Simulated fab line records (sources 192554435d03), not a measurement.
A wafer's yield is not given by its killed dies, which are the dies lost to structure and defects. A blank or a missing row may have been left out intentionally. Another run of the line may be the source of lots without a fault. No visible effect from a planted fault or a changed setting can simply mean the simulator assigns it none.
Chamber matching / flow n5 finfet / N5_BEOL_M12_DEP_53 on pecvd-01: 3 sister chambers
The step deposits SiCN from 3MS/NH3, target thk 30 nm, time 10.5 s. 14 wafers are shown with their chamber, then 7 later ones without.

== WAFERS, EACH WITH ITS CHAMBER ==
wafer=L076.2; chamber=0; throttle valve pct (%)=17.2; showerhead plenum p Torr (Torr)=4.136; rf fwd power W (W)=668.6
wafer=L076.3; chamber=1; throttle valve pct (%)=18.4; showerhead plenum p Torr (Torr)=4.157; rf fwd power W (W)=664.5
wafer=L076.5; chamber=2; throttle valve pct (%)=18.1; showerhead plenum p Torr (Torr)=4.163; rf fwd power W (W)=665.9
wafer=L075.4; chamber=0; throttle valve pct (%)=16.9; showerhead plenum p Torr (Torr)=4.137; rf fwd power W (W)=669.6
wafer=L075.5; chamber=1; throttle valve pct (%)=18.4; showerhead plenum p Torr (Torr)=4.164; rf fwd power W (W)=663.1
wafer=L075.6; chamber=2; throttle valve pct (%)=18.0; showerhead plenum p Torr (Torr)=4.155; rf fwd power W (W)=664.7
wafer=L080.2; chamber=0; throttle valve pct (%)=17.0; showerhead plenum p Torr (Torr)=4.144; rf fwd power W (W)=665.1
wafer=L080.3; chamber=2; throttle valve pct (%)=18.1; showerhead plenum p Torr (Torr)=4.144; rf fwd power W (W)=663.4
wafer=L080.6; chamber=0; throttle valve pct (%)=17.0; showerhead plenum p Torr (Torr)=4.148; rf fwd power W (W)=666.5
wafer=L084.2; chamber=0; throttle valve pct (%)=17.3; showerhead plenum p Torr (Torr)=4.133; rf fwd power W (W)=667.7
wafer=L084.3; chamber=1; throttle valve pct (%)=18.3; showerhead plenum p Torr (Torr)=4.159; rf fwd power W (W)=663.0
wafer=L084.4; chamber=2; throttle valve pct (%)=18.2; showerhead plenum p Torr (Torr)=4.150; rf fwd power W (W)=666.6
wafer=L086.4; chamber=2; throttle valve pct (%)=18.3; showerhead plenum p Torr (Torr)=4.167; rf fwd power W (W)=664.0
wafer=L086.5; chamber=0; throttle valve pct (%)=16.9; showerhead plenum p Torr (Torr)=4.133; rf fwd power W (W)=665.0

SIGNATURES (means of the wafers above)
reading=throttle valve pct; chamber 0=17.050; chamber 1=18.367; chamber 2=18.140; scatter within a chamber=0.133
reading=showerhead plenum p Torr; chamber 0=4.13850; chamber 1=4.16000; chamber 2=4.15580; scatter within a chamber=0.00718
reading=rf fwd power W; chamber 0=667.083; chamber 1=663.533; chamber 2=664.920; scatter within a chamber=1.54
Rule: a wafer's distance from a chamber is the root of the sum, over the readings, of the square of ((its reading less the chamber's mean) divided by the reading's scatter). If the next closest chamber is less than 2 further off than the closest, the wafer can't be placed; otherwise it belongs to the closest. The scatter: the root of (the sum of the squares of (reading less its chamber's mean) over the shown wafers, divided by (wafers less chambers)).

== WAFERS WHOSE CHAMBER IS MISSING ==
wafer=L086.6; throttle valve pct (%)=18.6; showerhead plenum p Torr (Torr)=4.154; rf fwd power W (W)=665.0
wafer=L087.2; throttle valve pct (%)=18.7; showerhead plenum p Torr (Torr)=4.156; rf fwd power W (W)=666.3
wafer=L087.4; throttle valve pct (%)=17.1; showerhead plenum p Torr (Torr)=4.128; rf fwd power W (W)=668.8
wafer=L087.5; throttle valve pct (%)=18.5; showerhead plenum p Torr (Torr)=4.158; rf fwd power W (W)=663.6
wafer=L097.1; throttle valve pct (%)=18.1; showerhead plenum p Torr (Torr)=4.159; rf fwd power W (W)=664.4
wafer=L097.3; throttle valve pct (%)=16.7; showerhead plenum p Torr (Torr)=4.133; rf fwd power W (W)=668.2
wafer=L097.6; throttle valve pct (%)=18.3; showerhead plenum p Torr (Torr)=4.154; rf fwd power W (W)=665.4

== WHICH CHAMBER EACH WENT THROUGH ==
wafer=L086.6; from the rows above=can't be placed: 1 or 2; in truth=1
wafer=L087.2; from the rows above=can't be placed: 1 or 2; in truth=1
wafer=L087.4; from the rows above=0; in truth=0
wafer=L087.5; from the rows above=can't be placed: 1 or 2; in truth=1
wafer=L097.1; from the rows above=can't be placed: 2 or 1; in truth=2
wafer=L097.3; from the rows above=0; in truth=0
wafer=L097.6; from the rows above=can't be placed: 2 or 1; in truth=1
Placed correctly: 2 of 7. Can't be placed from these rows: 5 (the true chamber is among the candidates in 5). Number placed wrongly: 0.
